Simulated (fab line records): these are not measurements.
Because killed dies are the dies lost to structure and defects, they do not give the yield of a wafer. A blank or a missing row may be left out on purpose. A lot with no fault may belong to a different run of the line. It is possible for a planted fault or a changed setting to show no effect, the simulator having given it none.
Comparing a struck lot with a sound one || flow n5 finfet || 37 steps out of a route of 1938
Sound: these wafers, L852.1, L852.2, L852.6. Wafers L844.3, L844.4, L844.5 were the ones struck. The cause is named last.
Order at every step that has rows: each side's tool, ch and its chambers, its first start. Under that, the readings that differ: sound wafers || struck wafers || difference of the means || sigmas: that difference in standard deviations of wafers without a fault.
alike: readings with means less than 2 such deviations apart, plus words and numbers identical on both sides. not compared: withheld readings, readings lacking a value on some wafer, bounds such as >300 that could conceal the same value, and numbers that have no deviation in the record and whose values overlap.
Wherever a step has rows on one side only, a row that says differs or no value, or a row with sigmas, the two part there. When numbers do not overlap yet have no deviation, they are printed without sigmas and do not part them. A reading that every wafer of one side lacks parts them only if that side has two wafers or more.

first, 9 steps without rows for these wafers: N5_BEOL_M4_ANNEAL_95 (time 240 s); N5_BEOL_M4_SPUTTER_96 (material Cu, target thk 4.5 nm, time 8.29 s); N5_BEOL_M4_ECD_50 (material Cu, target thk 300 nm); N5_BEOL_M4_ANNEAL_51 (time 90 s); N5_BEOL_M4_CMP_52 (polishes, stops on SiOC, t overpolish 6.8 s, target thk 40 nm); N5_BEOL_M4_PRE_CLEAN_60 (time 15 s); N5_BEOL_M4_CO_CAP_55 (material Co, precursor CCTBA/H2, target thk 2 nm, time 102.1 s); N5_BEOL_M4_PRE_CLEAN_56 (time 15 s); N5_BEOL_M4_DEP_57 (deposits SiCN from 3MS/NH3, target thk 8 nm, time 14 s).
N5_BEOL_M4_RC_MEAS_101:
  sound on prober-01 ch 0, day 13 20:25; struck on prober-02 ch 0, day 11 17:19
{"reading": "SS_N (mV/dec)", "sound": "72.7 71.9 72.7", "struck": "70.5 71.4 70.7", "difference": -1.6, "sigmas": -2}
  alike: DIBL_N, DIBL_P, IOFF_N, IOFF_P, ION_N, ION_P, SS_P, VT_N, VT_P
then, 24 steps without rows for these wafers: N5_BEOL_M5_ILD_DEP_00 (deposits SiCOH lowk from DEMS/porogen, target thk 140.64 nm, time 25.9 s); N5_BEOL_M5_CURE_79 (cures SiCOH lowk, time 240 s); N5_BEOL_M5_PECVD_70 (deposits SiO2 from TEOS/O2, target thk 16 nm, time 18 s); N5_BEOL_M5_HM_DEP_02 (deposits TiN, target thk 20 nm); N5_BEOL_M5_COAT_59 (time 60 s, resist thk 60 nm); N5_BEOL_M5_COAT_60 (time 60 s, resist thk 12 nm); N5_BEOL_M5_COAT_71 (time 60 s, resist thk 5 nm); N5_BEOL_M5_COAT_05 (resist thk 30 nm); N5_BEOL_M5_EBR_07; N5_BEOL_M5_SOFTBAKE_06 (time 60 s); N5_BEOL_M5_EXPOSE_08 (exposes mask M5, target cd 28 nm); N5_BEOL_M5_PEB_09 (peb time 60 s); N5_BEOL_M5_DEVELOP_10 (develop time 30 s); N5_BEOL_M5_DESCUM_16 (chemistry O2, time 7 s); N5_BEOL_M5_ETCH_72 (etches underlayer in N2/H2, target depth 6.5 nm, time 5.2 s); N5_BEOL_M5_ETCH_61 (etches SiARC in CF4, target depth 15.6 nm, time 26 s); N5_BEOL_M5_ETCH_62 (etches SOC in N2/H2, target depth 75 nm, overetch 15 nm, time 112.5 s); N5_BEOL_M5_STRIP_63 (strips in N2/H2); N5_BEOL_M5_STRIP_73 (strips in N2/H2); N5_BEOL_M5_STRIP_64 (strips in CF4); N5_BEOL_M5_HM_OPEN_17 (chemistry Cl2/BCl3, target TiN, target depth 20 nm, overetch 6 nm); N5_BEOL_M5_STRIP_19 (strips in O2); N5_BEOL_M5_COAT_65 (time 60 s, resist thk 60 nm); N5_BEOL_M5_COAT_66 (time 60 s, resist thk 12 nm).
-- here the record skips 4 days between the struck wafers' starts before and after, leaving off in module BEOL_M5 and picking up in module BEOL_M15 (first step shown: number 1819 of the route) --
N5_BEOL_M15_SPUTTER_43: material TaN, target thk 15 nm, time 24.19 s.
  struck on pvd sputter-01, day 15 10:46; sound on pvd sputter-02, day 17 12:27
  no value came back on the struck wafers for bias v (V), cathode dc power W (W), susceptor temp C (C), throttle valve pct (%); on the sound wafers bias v (V) reads 167.8 166.1 166.9
N5_BEOL_M15_CMP_49: polishes, stops on SiO2, t overpolish 4.9 s, target thk 850 nm.
  sound on cmp-03 ch 0,1,3, day 17 13:20; struck on cmp-02 ch 0,1,2, day 15 11:50
{"reading": "barrier field endpoint s (s)", "sound": "11.50 11.55 11.43", "struck": "5.75 5.87 5.73", "difference": -5.71, "sigmas": -22}
  alike: motor current A, platen rpm
N5_PASSIVATION_PROBE_49:
  struck on prober-02, day 16 00:38; sound on prober-01, day 18 06:42
{"reading": "defect limited yield (%)", "sound": "89.6 91.3 90.9", "struck": "82.7 85.7 86.7", "difference": -5.6, "sigmas": -5}
{"reading": "killed_at_M4_up", "sound": "14 13 12", "struck": "111 97 91", "difference": "+87", "sigmas": "+14"}
{"reading": "killed dies", "sound": "123 103 107", "struck": "204 169 157", "difference": "+66", "sigmas": "+4"}
{"reading": "killed on rim", "sound": "15 16 15", "struck": "18 52 15", "difference": "+13", "sigmas": "+4"}
{"reading": "sort_bin_5_function (%)", "sound": "5.6 4.7 5.1", "struck": "12.8 10.9 10.4", "difference": "+6.2", "sigmas": "+8"}
{"reading": "sort n pass", "sound": "1057 1077 1073", "struck": "976 1011 1023", "difference": -66, "sigmas": -4}
{"reading": "sort yield pct (%)", "sound": "89.6 91.3 90.9", "struck": "82.7 85.7 86.7", "difference": -5.6, "sigmas": -5}
  alike: killed_at_M0_to_M3, killed at contacts, killed at front end, killed at other, killed open, killed short, sort_bin_6_memory

== WHERE THEY PART ==
Last at N5_PASSIVATION_PROBE_49 as far as this record goes, first at N5_BEOL_M4_RC_MEAS_101.

WHY: what had been put in by the simulator
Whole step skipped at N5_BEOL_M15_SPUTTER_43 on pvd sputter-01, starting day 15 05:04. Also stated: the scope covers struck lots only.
